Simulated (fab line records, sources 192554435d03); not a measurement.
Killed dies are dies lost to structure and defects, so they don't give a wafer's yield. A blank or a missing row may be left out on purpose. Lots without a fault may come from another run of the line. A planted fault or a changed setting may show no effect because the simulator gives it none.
A struck lot beside a sound one | flow n5_finfet | 37 steps out of a route of 1938
Sound: wafers L732.2, L732.3, L732.5. Struck: wafers L751.2, L751.3, L751.6. The cause comes at the end.
At each step with rows: each side's tool, then ch and its chambers, then its first start. Under that, the readings that differ: sound wafers | struck wafers | difference of the means | sigmas: that difference in standard deviations of wafers without a fault.
alike: readings whose means differ by less than 2 such deviations, and words and numbers that are the same on both sides. not compared: withheld readings, readings that some wafer has no value for, bounds like >300 that may hide the same value, and numbers for which the record gives no deviation and whose values overlap.
The two part at a step that has a row with sigmas, a row that says differs or no value, or rows on one side only. Numbers that don't overlap but have no deviation are shown without sigmas and don't part them. A reading that every wafer of one side lacks parts them only if that side has two wafers or more.

first, 9 steps without rows for these wafers: N5_BEOL_M4_ANNEAL_95 (time 240 s); N5_BEOL_M4_SPUTTER_96 (material Cu, target thk 4.5 nm, time 8.29 s); N5_BEOL_M4_ECD_50 (material Cu, target thk 300 nm); N5_BEOL_M4_ANNEAL_51 (time 90 s); N5_BEOL_M4_CMP_52 (polishes, stops on SiOC, t overpolish 6.8 s, target thk 40 nm); N5_BEOL_M4_PRE_CLEAN_60 (time 15 s); N5_BEOL_M4_CO_CAP_55 (material Co, precursor CCTBA/H2, target thk 2 nm, time 102.1 s); N5_BEOL_M4_PRE_CLEAN_56 (time 15 s); N5_BEOL_M4_DEP_57 (deposits SiCN from 3MS/NH3, target thk 8 nm, time 14 s).
N5_BEOL_M4_RC_MEAS_101:
  sound on prober-02 ch 0, day 8 17:55; struck on prober-01 ch 0, day 14 08:02
  alike: DIBL_N, DIBL_P, IOFF_N, IOFF_P, ION_N, ION_P, SS_N, SS_P, VT_N, VT_P
then, 24 steps without rows for these wafers: N5_BEOL_M5_ILD_DEP_00 (deposits SiCOH lowk from DEMS/porogen, target thk 140.64 nm, time 25.9 s); N5_BEOL_M5_CURE_79 (cures SiCOH lowk, time 240 s); N5_BEOL_M5_PECVD_70 (deposits SiO2 from TEOS/O2, target thk 16 nm, time 18 s); N5_BEOL_M5_HM_DEP_02 (deposits TiN, target thk 20 nm); N5_BEOL_M5_COAT_59 (time 60 s, resist thk 60 nm); N5_BEOL_M5_COAT_60 (time 60 s, resist thk 12 nm); N5_BEOL_M5_COAT_71 (time 60 s, resist thk 5 nm); N5_BEOL_M5_COAT_05 (resist thk 30 nm); N5_BEOL_M5_EBR_07; N5_BEOL_M5_SOFTBAKE_06 (time 60 s); N5_BEOL_M5_EXPOSE_08 (exposes mask M5, target cd 28 nm); N5_BEOL_M5_PEB_09 (peb time 60 s); N5_BEOL_M5_DEVELOP_10 (develop time 30 s); N5_BEOL_M5_DESCUM_16 (chemistry O2, time 7 s); N5_BEOL_M5_ETCH_72 (etches underlayer in N2/H2, target depth 6.5 nm, time 5.2 s); N5_BEOL_M5_ETCH_61 (etches SiARC in CF4, target depth 15.6 nm, time 26 s); N5_BEOL_M5_ETCH_62 (etches SOC in N2/H2, target depth 75 nm, overetch 15 nm, time 112.5 s); N5_BEOL_M5_STRIP_63 (strips in N2/H2); N5_BEOL_M5_STRIP_73 (strips in N2/H2); N5_BEOL_M5_STRIP_64 (strips in CF4); N5_BEOL_M5_HM_OPEN_17 (chemistry Cl2/BCl3, target TiN, target depth 20 nm, overetch 6 nm); N5_BEOL_M5_STRIP_19 (strips in O2); N5_BEOL_M5_COAT_65 (time 60 s, resist thk 60 nm); N5_BEOL_M5_COAT_66 (time 60 s, resist thk 12 nm).
-- the record jumps here: 3 days lie between the struck wafers' starts before and after (it left off in module BEOL_M5 and takes up again in module BEOL_M12, whose first step shown is number 1608 of the route) --
N5_BEOL_M12_EXPOSE_07: exposes mask V11.
  sound on krf_scanner-01 ch 0, day 11 03:33; struck on krf_scanner-01 ch 0, day 16 22:08
  reading              | sound             | struck            | difference | sigmas
  exposure_dose_mJ_cm2 | 32.49 32.48 32.49 | 33.16 33.17 33.10 | +0.66      | +19
  alike: mask
N5_BEOL_M15_RC_MEAS_101:
  sound on prober-01 ch 0, day 12 14:52; struck on prober-01 ch 0, day 17 22:07
  reading                    | sound          | struck         | difference | sigmas
  SERP_M10 (ohm/um)          | 2.97 2.97 2.95 | 4.71 4.82 4.82 | +1.82      | +17
  SERP_M10_max_site (ohm/um) | 3.16 3.00 2.99 | 4.80 4.88 5.02 | +1.85      | +15
  alike: COMB_M11, COMB_M12, COMB_M12_max_site, COMB_M13, COMB_M14, COMB_M15, COMB_M15_max_site, COMB_M5, COMB_M6, COMB_M7, COMB_M8, COMB_M9, SERP_M11, SERP_M12, SERP_M13, SERP_M14, SERP_M5, SERP_M6, SERP_M7, SERP_M8, SERP_M9, SERP_M9_max_site
N5_PASSIVATION_PROBE_49:
  sound on prober-01, day 13 08:58; struck on prober-02, day 18 14:43
  reading              | sound | struck         | difference | sigmas
  sort_bin_8_speed (%) | 0 0 0 | 0.42 0.17 0.59 | +0.39      | +4
  alike: defect_limited_yield, killed_at_M0_to_M3, killed_at_M4_up, killed_at_contacts, killed_at_front_end, killed_at_other, killed_dies, killed_open, killed_short, sort_bin_5_function, sort_bin_6_memory, sort_n_pass

WHERE THEY PART
First at N5_BEOL_M12_EXPOSE_07; last, within this record, at N5_PASSIVATION_PROBE_49.

WHY: what the simulator had put in
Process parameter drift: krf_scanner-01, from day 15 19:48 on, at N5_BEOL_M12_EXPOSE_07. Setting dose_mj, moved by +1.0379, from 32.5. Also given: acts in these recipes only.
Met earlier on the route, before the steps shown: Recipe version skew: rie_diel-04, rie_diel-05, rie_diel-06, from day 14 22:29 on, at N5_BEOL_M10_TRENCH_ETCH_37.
